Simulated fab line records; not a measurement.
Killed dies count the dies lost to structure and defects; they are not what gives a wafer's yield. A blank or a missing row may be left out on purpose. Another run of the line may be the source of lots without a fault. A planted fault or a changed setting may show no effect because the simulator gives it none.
Chamber matching | flow n5 finfet | N5_HKMG_FIN_CMP_94 on cmp-03 has 4 sister chambers
The step polishes, stops on SiNx, t overpolish 4.7 s, target thk 43.299 nm. 8 wafers are shown with their chamber, then 11 later ones without.

== WAFERS PAIRED WITH THEIR CHAMBERS ==
wafer  | chamber | motor current A (A) | edge zone pressure frac
L081.3 | 0       | 10.9                | 1.005
L085.3 | 1       | 11.7                | 0.999
L085.4 | 0       | 11.4                | 0.992
L087.2 | 1       | 11.6                | 1.007
L087.5 | 3       | 11.2                | 1.001
L089.2 | 3       | 11.1                | 1.001
L089.6 | 2       | 11.4                | 1.000
L090.3 | 2       | 11.5                | 1.017

== WAFERS WITHOUT THEIR CHAMBER ==
wafer  | motor current A (A) | edge zone pressure frac
L090.4 | 12.1                | 0.997
L090.5 | 12.5                | 1.005
L092.1 | 11.0                | 1.002
L092.2 | 11.6                | 1.004
L092.6 | 11.6                | 0.996
L095.2 | 10.9                | 1.002
L095.5 | 11.5                | 1.000
L095.6 | 11.5                | 0.997
L097.2 | 12.5                | 1.002
L097.3 | 11.4                | 1.003
L097.6 | 10.3                | 1.007

== EACH ONE'S CHAMBER ==
wafer  | from the rows above               | in truth
L090.4 | can't be placed: 1 or 2           | 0
L090.5 | can't be placed: 1 or 2           | 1
L092.1 | can't be placed: 3 or 0 or 2      | 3
L092.2 | can't be placed: 1 or 2           | 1
L092.6 | can't be placed: 1 or 2 or 0 or 3 | 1
L095.2 | can't be placed: 3 or 0 or 2      | 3
L095.5 | can't be placed: 1 or 2 or 3 or 0 | 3
L095.6 | can't be placed: 1 or 2 or 0 or 3 | 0
L097.2 | can't be placed: 1 or 2           | 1
L097.3 | can't be placed: 2 or 1 or 3 or 0 | 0
L097.6 | can't be placed: 3 or 0 or 2      | 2
Correctly placed: 0 of 11. Cannot be placed on the basis of these rows: 11; the candidates contain the true chamber in 10. Placed wrongly: 0.
How it was worked out, from the rows above alone: a wafer's distance from a chamber is the root of the sum, over the readings, of the square of ((its reading less the chamber's mean) divided by the reading's scatter). If the next closest chamber is less than 2 further off than the closest, the wafer can't be placed; otherwise it belongs to the closest. The mean given for a chamber averages the wafers shown for that chamber. How the scatter is found: for the shown wafers, subtract from each reading the mean of its chamber, square and add these, divide the total by (wafers less chambers), then take the root.
